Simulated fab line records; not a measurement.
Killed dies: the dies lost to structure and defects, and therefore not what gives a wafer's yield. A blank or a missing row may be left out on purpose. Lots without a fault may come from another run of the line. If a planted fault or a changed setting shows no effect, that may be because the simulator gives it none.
Which tool is to blame? :: flow n5-finfet :: route of 1938 steps, sampled at 1 step: 10 lots, 30 wafers

## WHAT THE GAUGES SHOWED, per wafer
N5_BEOL_M10_OVL_MEAS_12.
lot: L854
measured: day 11 03:16
on: overlay-01
M10_OVL (nm): -0.7 -0.4 -1.2

lot: L856
measured: day 11 12:37
on: overlay-01
M10_OVL (nm): -0.2 -0.1 -1.0

lot: L858
measured: day 12 11:40
on: overlay-01
M10_OVL (nm): 1.2 0.0 0.6

lot: L860
measured: day 13 01:08
on: overlay-01
M10_OVL (nm): 0.3 0.1 0.4

lot: L859
measured: day 13 05:12
on: overlay-01
M10_OVL (nm): 0.4 0.2 -0.4

lot: L862
measured: day 13 22:37
on: overlay-02
M10_OVL (nm): 0.6 0.4 -0.3

lot: L865
measured: day 14 12:14
on: overlay-01
M10_OVL (nm): -0.3 0.8 2.0

lot: L872
measured: day 16 02:33
on: overlay-02
M10_OVL (nm): -0.2 -0.3 0.9

lot: L876
measured: day 16 10:55
on: overlay-02
M10_OVL (nm): 0.0 -0.3 0.0

lot: L875
measured: day 17 05:34
on: overlay-02
M10_OVL (nm): 1.1 1.5 1.0

## EACH LOT AND THE TOOL THAT RAN IT (in order: tool; ch and the chambers of the sampled wafers; start)
Before these readings, the record contains no process step.

## WHAT THE TOOLS THEMSELVES READ (means of the sampled wafers that have a number; where no wafer has one, the mark that the record gives instead)
The record holds no such reading with a usual standard deviation.

## THE ANSWER, worked out from the rows above alone
Rule: the lots themselves supply what counts as usual. The widest of any qualifying gaps counts: lots, ordered by their means at a reading, are off when they make up no more than a third of the lots, leave a main group of 4 or more, and stand apart from it by 3 or more times the standard deviation of that group's means. A main group is skipped when, at the precision printed for the reading in the tables above, its means are all equal. Also off: a lot with no number at a reading for which 4 or more lots have one. All remaining lots with rows at the step are treated as sound. First the gauges in route order, then the tools' own readings, where a lot's mean is used as printed above. At the first step where some lot is off, the reading lying furthest off is the one used; lots without a number count as furthest.
Nothing can be told from this: no lot is off at any reading shown.

## WHAT WAS PUT IN BY THE SIMULATOR
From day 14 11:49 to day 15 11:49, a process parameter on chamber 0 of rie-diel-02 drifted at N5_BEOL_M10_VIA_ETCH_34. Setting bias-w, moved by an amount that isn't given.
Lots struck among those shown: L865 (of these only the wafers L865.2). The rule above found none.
